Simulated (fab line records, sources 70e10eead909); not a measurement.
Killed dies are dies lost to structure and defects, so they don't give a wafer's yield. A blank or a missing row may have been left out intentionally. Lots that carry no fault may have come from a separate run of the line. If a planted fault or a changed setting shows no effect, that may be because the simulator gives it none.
Which tool is to blame?    flow nand_harc    Sampling: 7 lots, 21 wafers, 4 of 1159 route steps

## WHAT EACH GAUGE READ, for each wafer
NHARC_END_SORT_01.
lot   measured      on         killed_at_array
L882  day 22 14:16  prober-02  32 26 104

## TOOL THAT RAN EACH LOT (tool first, then ch and the chambers of the sampled wafers, then the start)
lot   NHARC_A_CONTACT_ETCH_123              NHARC_HYBRID_BOND_ACTIVATE_00       NHARC_THIN_TSV_ETCH_44
L870  har_cap_etch-01 ch 1, day 16 08:53    rie_diel-06 ch 0,1, day 18 05:40    rie_diel-09 ch 0,1, day 18 21:31
L871  har_cap_etch-03 ch 0,1, day 16 19:50  rie_diel-05 ch 2,3, day 18 08:46    rie_diel-11 ch 1,2, day 19 02:23
L876  har_cap_etch-01 ch 0,1, day 18 17:05  rie_diel-06 ch 0,2,3, day 20 11:01  rie_diel-02 ch 1,2, day 20 23:49
L882  har_cap_etch-03 ch 0,1, day 19 15:37  rie_diel-06 ch 0,3, day 21 12:11    rie_diel-02 ch 0,2, day 21 22:58
L888  har_cap_etch-01 ch 0,1, day 20 17:28  rie_diel-06 ch 0,2,3, day 22 18:49  rie_diel-09 ch 1,3, day 23 08:42
L892  har_cap_etch-02 ch 0,1, day 22 00:30  rie_diel-06 ch 1,2,3, day 23 12:11  rie_diel-02 ch 0,2,3, day 23 23:37
L891  har_cap_etch-01 ch 0,1, day 22 09:02  rie_diel-06 ch 2,3, day 24 05:31    rie_diel-02 ch 0,1, day 24 18:06
- NHARC_A_CONTACT_ETCH_123: etches the open film in C4F8/O2/Ar, time 253 s, target depth 1090 nm.
- NHARC_HYBRID_BOND_ACTIVATE_00: chemistry N2, time 60 s.
- NHARC_THIN_TSV_ETCH_44: etches the open film in CF4/O2, target depth 1594.2 nm, time 797.1 s.

## THE ANSWER, worked out from the rows above alone
Rule: the lots themselves supply what counts as usual. The widest of any qualifying gaps counts: lots, ordered by their means at a reading, are off when they make up no more than a third of the lots, leave a main group of 4 or more, and stand apart from it by 3 or more times the standard deviation of that group's means. Not used: any main group whose means are identical at the precision the tables above print for the reading. Also off: a lot with no number at a reading for which 4 or more lots have one. Where the step has rows for the other lots, those lots are counted as sound.
No lot is off at any reading shown: from this, nothing can be told.

## WHAT WAS PUT IN BY THE SIMULATOR
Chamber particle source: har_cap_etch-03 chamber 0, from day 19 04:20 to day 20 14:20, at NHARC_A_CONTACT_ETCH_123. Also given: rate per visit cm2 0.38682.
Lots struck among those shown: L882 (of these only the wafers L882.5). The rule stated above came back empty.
